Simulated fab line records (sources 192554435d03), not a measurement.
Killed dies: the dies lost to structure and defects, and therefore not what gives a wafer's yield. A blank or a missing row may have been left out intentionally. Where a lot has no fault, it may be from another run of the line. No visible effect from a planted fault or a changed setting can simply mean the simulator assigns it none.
Chamber matching    flow n5_finfet    4 sister chambers for N5_BEOL_M13_DESCUM_15 on rie_diel-01
The step chemistry O2, time 7.9 s. 14 wafers are shown with their chamber, then 7 later ones without.

## WAFERS PAIRED WITH THEIR CHAMBERS
wafer   chamber  showerhead_plenum_p_Torr (Torr)  drypump_motor_current_A (A)  throttle_valve_pct (%)
L075.1  0        2.10                             6.3                          20.59
L075.4  3        2.10                             5.8                          20.43
L075.6  2        2.22                             5.9                          20.29
L084.3  2        2.21                             5.8                          20.31
L084.4  3        2.10                             5.8                          20.45
L084.6  2        2.21                             5.8                          20.31
L086.1  0        2.09                             6.4                          20.61
L086.4  1        2.15                             5.8                          20.56
L086.5  0        2.09                             6.4                          20.61
L091.1  0        2.09                             6.3                          20.62
L091.4  0        2.09                             6.3                          20.63
L091.6  2        2.21                             5.8                          20.32
L092.2  1        2.14                             5.8                          20.58
L092.3  2        2.21                             5.8                          20.34

SIGNATURES (averages over the wafers above)
reading                   chamber 0  chamber 1  chamber 2  chamber 3  scatter within a chamber
showerhead_plenum_p_Torr  2.0920     2.1450     2.2120     2.1000     0.00458
drypump_motor_current_A   6.340      5.800      5.820      5.800      0.0447
throttle_valve_pct        20.6120    20.5700    20.3140    20.4400    0.0161
Rule: for each reading, subtract the chamber's mean from the wafer's reading, divide by that reading's scatter and square the result; add these up over the readings and take the root, which gives the wafer's distance from the chamber. If the next closest chamber is less than 2 further off than the closest, the wafer can't be placed; otherwise it belongs to the closest. The scatter is the square root of a quotient: the sum, over the shown wafers, of each reading's squared deviation from its chamber's mean, divided by wafers minus chambers.

## WAFERS WHOSE CHAMBER IS MISSING
wafer   showerhead_plenum_p_Torr (Torr)  drypump_motor_current_A (A)  throttle_valve_pct (%)
L092.6  2.14                             5.8                          20.59
L094.3  2.20                             5.9                          20.32
L094.5  2.09                             5.8                          20.48
L094.6  2.21                             5.8                          20.35
L093.1  2.09                             5.8                          20.47
L093.3  2.09                             6.3                          20.63
L093.5  2.14                             5.8                          20.59

## THE CHAMBER EACH PASSED THROUGH
wafer   from the rows above  in truth
L092.6  1                    1
L094.3  2                    2
L094.5  3                    3
L094.6  2                    2
L093.1  3                    3
L093.3  0                    0
L093.5  1                    1
Placed correctly: 7 of 7. Left unplaced by these rows: 0. Placed wrongly: 0.
